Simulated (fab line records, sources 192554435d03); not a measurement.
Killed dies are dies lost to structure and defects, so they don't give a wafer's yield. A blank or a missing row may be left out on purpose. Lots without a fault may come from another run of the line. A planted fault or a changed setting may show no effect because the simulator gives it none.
Which tool did it? | flow n5_finfet | 9 lots, 27 wafers sampled, at 5 steps of a route of 1938

WHAT THE GAUGES READ, wafer by wafer
N5_BEOL_M4_RC_MEAS_101.
lot  | measured     | on        | RS_NWELL (ohm/sq)
L712 | day 8 22:50  | prober-01 | 1030 1036 1037
L716 | day 9 22:57  | prober-02 | 1053 1049 1042
L717 | day 9 12:34  | prober-01 | 1038 1039 1033
L721 | day 10 21:43 | prober-01 | 1039 1043 1035
L724 | day 11 22:43 | prober-01 | 782 776 781
L725 | day 12 07:16 | prober-01 | 770 774 782
L733 | day 13 14:30 | prober-02 | 1042 1038 1035
L734 | day 14 18:44 | prober-02 | 1041 1044 1046
L735 | day 15 19:44 | prober-01 | 1027 1031 1026

WHICH TOOL RAN EACH LOT (tool, then ch and the chambers of the sampled wafers, then the start)
lot  | N5_ZERO_LAYER_PECVD_02         | N5_ZERO_LAYER_ETCH_17             | N5_WELL_APT_IMPLANT_14         | N5_WELL_APT_DESCUM_30
L712 | pecvd-03 ch 0,1,2, day 1 12:19 | rie_diel-05 ch 0,1,3, day 1 12:44 | implanter-02 ch 0, day 1 13:50 | rie_diel-04 ch 0,1,3, day 1 14:48
L716 | pecvd-02 ch 0,2, day 2 12:18   | rie_diel-06 ch 0,3, day 2 12:52   | implanter-02 ch 0, day 2 14:04 | rie_diel-04 ch 0,3, day 2 15:05
L717 | pecvd-01 ch 1,2, day 2 18:17   | rie_diel-06 ch 0,1,3, day 2 19:31 | implanter-01 ch 0, day 2 20:40 | rie_diel-02 ch 1,3, day 2 22:03
L721 | pecvd-02 ch 0,1,2, day 3 18:17 | rie_diel-03 ch 1,2,3, day 3 18:50 | implanter-01 ch 0, day 3 19:56 | rie_diel-04 ch 0,1, day 3 21:05
L724 | pecvd-03 ch 1,2, day 4 12:19   | rie_diel-03 ch 0,3, day 4 12:53   | implanter-01 ch 0, day 4 13:58 | rie_diel-02 ch 0,3, day 4 15:05
L725 | pecvd-02 ch 0,1, day 4 18:17   | rie_diel-03 ch 0,2,3, day 4 18:43 | implanter-01 ch 0, day 4 19:57 | rie_diel-04 ch 0,2,3, day 4 21:04
L733 | pecvd-02 ch 1,2, day 6 18:17   | rie_diel-06 ch 0,3, day 6 18:50   | implanter-02 ch 0, day 6 20:08 | rie_diel-04 ch 2,3, day 6 21:08
L734 | pecvd-02 ch 0,1, day 7 00:17   | rie_diel-03 ch 0,2, day 7 00:43   | implanter-02 ch 0, day 7 01:53 | rie_diel-01 ch 1,2,3, day 7 02:54
L735 | pecvd-01 ch 0,1,2, day 7 06:17 | rie_diel-05 ch 0,2,3, day 7 06:43 | implanter-02 ch 0, day 7 07:45 | rie_diel-02 ch 0,2,3, day 7 09:09
- N5_ZERO_LAYER_PECVD_02: deposits SiO2 from SiH4/N2O, target thk 10 nm, time 6 s.
- N5_ZERO_LAYER_ETCH_17: etches SiO2 in CF4, target depth 12 nm, time 13.3 s.
- N5_WELL_APT_IMPLANT_14
- N5_WELL_APT_DESCUM_30: chemistry O2, time 7.9 s.

THE ANSWER, worked out from the rows above alone
Rule: what is usual is taken from the lots themselves. Put in order of their means at a reading, lots are off if they are a third of the lots or fewer, leave a main group of 4 or more, and stand apart from it by a gap of 3 or more times the standard deviation of the main group's means; of several such gaps the widest counts. A main group whose means are all the same, to the digits that the tables above print for the reading, isn't used. A lot without any number at a reading at which 4 lots or more have one is off too. The other lots that the step has rows for count as sound.
Off: L724, L725, at N5_BEOL_M4_RC_MEAS_101 (RS_NWELL). The main group: mean 1038 ohm/sq, standard deviation 6.
A tool fits if, at a process step before that reading, it ran every lot that is off, and no sound lot after the first of them. The gauges at N5_BEOL_M4_RC_MEAS_101 are tried like those tools. One fits: implanter-01 at N5_WELL_APT_IMPLANT_14. Its last sound lot is L721 (day 3 19:56), its first lot that is off L724 (day 4 13:58): a fault that began between those two fits.

WHAT THE SIMULATOR HAD PUT IN
Process parameter drift: implanter-01, from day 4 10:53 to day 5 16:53, at N5_WELL_APT_IMPLANT_14. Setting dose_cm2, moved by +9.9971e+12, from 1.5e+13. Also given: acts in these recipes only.
Lots struck among those shown: L724, L725. The rule above found the same.
